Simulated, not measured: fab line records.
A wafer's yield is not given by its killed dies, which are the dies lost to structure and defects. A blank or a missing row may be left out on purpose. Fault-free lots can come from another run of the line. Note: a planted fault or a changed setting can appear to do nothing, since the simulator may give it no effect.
Chamber matching ; flow nand_harc ; NHARC_P_M1_DESCUM_14 on rie_diel-10 has 4 sister chambers
The step chemistry O2, time 3 s. 24 wafers are shown with their chamber, then 12 later ones without.

== WAFERS WITH THEIR CHAMBER ==
wafer;chamber;drypump_motor_current_A (A);showerhead_plenum_p_Torr (Torr);oes_product_au (a.u.)
L074.2;0;5.8;1.85;1.000
L074.3;1;6.4;1.86;1.014
L074.4;2;5.9;1.82;1.008
L075.2;3;5.4;1.80;1.027
L075.5;1;6.4;1.86;1.016
L075.6;0;5.8;1.85;0.996
L076.2;3;5.4;1.80;1.039
L076.3;1;6.4;1.86;1.017
L076.6;0;5.8;1.85;1.016
L081.1;1;6.4;1.86;1.029
L081.3;0;5.8;1.85;1.013
L081.5;3;5.4;1.80;1.024
L084.1;3;5.4;1.80;1.025
L084.3;2;5.9;1.82;1.014
L084.4;1;6.4;1.86;1.023
L083.1;1;6.4;1.86;1.028
L083.3;3;5.4;1.80;1.021
L083.4;0;5.8;1.84;1.000
L085.3;1;6.4;1.86;1.028
L085.5;3;5.5;1.80;1.023
L085.6;0;5.8;1.84;1.005
L088.1;1;6.4;1.86;1.020
L088.4;0;5.8;1.84;1.002
L088.6;2;5.9;1.82;1.004

SIGNATURES (averages over the wafers above)
reading;chamber 0;chamber 1;chamber 2;chamber 3;scatter within a chamber
drypump_motor_current_A;5.800;6.400;5.900;5.417;0.0204
showerhead_plenum_p_Torr;1.8457;1.8600;1.8200;1.8000;0.00293
oes_product_au;1.00457;1.02188;1.00867;1.02650;0.00645
Rule: a wafer's distance from a chamber is the root of the sum, over the readings, of the square of ((its reading less the chamber's mean) divided by the reading's scatter). If the next closest chamber is less than 2 further off than the closest, the wafer can't be placed; otherwise it belongs to the closest. The scatter: the root of (the sum of the squares of (reading less its chamber's mean) over the shown wafers, divided by (wafers less chambers)).

== WAFERS MISSING THEIR CHAMBER ==
wafer;drypump_motor_current_A (A);showerhead_plenum_p_Torr (Torr);oes_product_au (a.u.)
L090.3;5.8;1.84;1.006
L090.4;5.9;1.82;1.001
L090.5;5.8;1.84;1.002
L093.2;6.4;1.85;1.004
L093.3;5.9;1.82;0.990
L093.6;5.4;1.80;1.001
L095.2;6.4;1.85;1.009
L095.3;5.8;1.84;1.007
L095.5;5.4;1.80;1.003
L097.1;5.4;1.80;1.014
L097.3;5.8;1.84;1.008
L097.4;5.9;1.81;1.008

== WHICH CHAMBER EACH ONE RAN IN ==
wafer;from the rows above;in truth
L090.3;0;0
L090.4;2;2
L090.5;0;0
L093.2;1;1
L093.3;2;2
L093.6;3;3
L095.2;1;1
L095.3;0;0
L095.5;3;3
L097.1;3;3
L097.3;0;0
L097.4;2;2
Correct placement for 12 of the 12. From these rows, 0 cannot be placed. 0 placed wrongly.
